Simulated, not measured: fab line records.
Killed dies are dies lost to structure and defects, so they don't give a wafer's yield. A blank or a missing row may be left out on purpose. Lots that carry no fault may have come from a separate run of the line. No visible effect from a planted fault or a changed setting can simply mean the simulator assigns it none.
Problem report, 8D (eight disciplines) form, completed by code    flow n5 finfet    the parts of the form that need people (team, actions taken, sign-off) are left out

== 1. THE PROBLEM ==
Wafers with no fault read 125.2 s with a standard deviation of 0.55, whereas run length s at N5_BEOL_M1_CO_CAP_55 reads a mean of 77.8 s on 1 wafer of 1 lot. That is -86 standard deviations from the usual mean.
The step: material Co, precursor CCTBA/H2, target thk 2 nm, time 102.1 s.
The first sign was on wafer L104.6 at day 11 22:00, on cvd co-02. The record has a number at this step for 14 wafers belonging to 5 lots. Rule for "out", or "out of limits": more than 4 standard deviations from the usual mean. The rest of the wafers with a number are treated as sound.

== 2. WHAT IT IS, AND WHAT IT ISN'T ==
question                     is                 is not
which readings at this step  run length s       heater power w
which lots                   L104               L105, L108, L986, L989
which wafers of those lots   L104.6             L104.1, L104.2
read on which tools          cvd co-02          cvd co-01
when                         from day 11 22:00  up to then (10 sound wafers); but 3 sound wafers of L108 came after

== 3. WHAT RULES OUT EACH SUSPECT ==
Counting: a tool at a process step up to the reading stays a suspect if it ran every lot that is out. Sound lots after the first of them don't rule it out here, since some wafers of a struck lot are sound.
- pvd sputter-02 at N5_BEOL_M1_ANNEAL_91 (time 240 s): kept. L104, the lot that is out, went through it at day 11 20:34; up to then, the latest sound lot through it was L105 at day 11 18:43.
- pvd sputter-02 at N5_BEOL_M1_SPUTTER_92 (material Cu, target thk 4.5 nm, time 8.29 s): kept. L104, the lot that is out, went through it at day 11 20:42; up to then, the latest sound lot through it was L105 at day 11 18:52.
- pvd sputter-02 at N5_BEOL_M1_SPUTTER_96 (material Cu, target thk 4.5 nm, time 8.29 s): kept. L104, the lot that is out, went through it at day 11 21:08; up to then, the latest sound lot through it was L105 at day 11 19:18.
- rtp anneal-02 at N5_BEOL_M1_ANNEAL_51 (time 90 s): kept. L104, the lot that is out, went through it at day 11 21:20; up to then, the latest sound lot through it was L105 at day 11 19:35.
- cvd co-02 at N5_BEOL_M1_PRE_CLEAN_60 (time 15 s): kept. L104, the lot that is out, went through it at day 11 21:58; up to then, the latest sound lot through it was L989 at day 7 10:14.
- cvd co-02 at N5_BEOL_M1_CO_CAP_55 (material Co, precursor CCTBA/H2, target thk 2 nm, time 102.1 s): kept. L104, the lot that is out, went through it at day 11 22:00; up to then, the latest sound lot through it was L989 at day 7 10:16. On those wafers its own readings are out: run length s.
Left after counting: pvd sputter-02 at N5_BEOL_M1_ANNEAL_91, pvd sputter-02 at N5_BEOL_M1_SPUTTER_92, pvd sputter-02 at N5_BEOL_M1_SPUTTER_96, rtp anneal-02 at N5_BEOL_M1_ANNEAL_51, cvd co-02 at N5_BEOL_M1_PRE_CLEAN_60, cvd co-02 at N5_BEOL_M1_CO_CAP_55.

== 4. THE CAUSE (what the simulator had put in) ==
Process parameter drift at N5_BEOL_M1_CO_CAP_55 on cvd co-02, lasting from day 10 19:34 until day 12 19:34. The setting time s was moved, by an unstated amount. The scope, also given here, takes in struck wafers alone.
Counting leaves 6 suspects; this tool is one of them.

== 5. THE EFFECT CHAIN, in route order ==
One row per reading whose mean, taken over the struck wafers that have a number, lies over 3 standard deviations from the usual. Only readings for which the record gives a usual standard deviation are gone through. hours: the time from each lot's start at the first step in this table that gives one to its start at this step, as a median over the lots. sigmas: the change in usual standard deviations.
hours  step                  reading       usual    on struck wafers  change  sigmas
0      N5_BEOL_M1_CO_CAP_55  run length s  125.2 s  77.8              -47.4   -86
Process steps it contains:
- N5_BEOL_M1_CO_CAP_55: material Co, precursor CCTBA/H2, target thk 2 nm, time 102.1 s.
Later steps that measure or inspect, where all struck wafers having a row at the step show a number for every such reading and not one has moved that far: N5_BEOL_M4_RC_MEAS_101.

== 6. WHAT WOULD HAVE CAUGHT IT SOONER ==
The fault began at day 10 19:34; the first out-of-limits reading in this record came at day 11 22:00, 26 hours later.
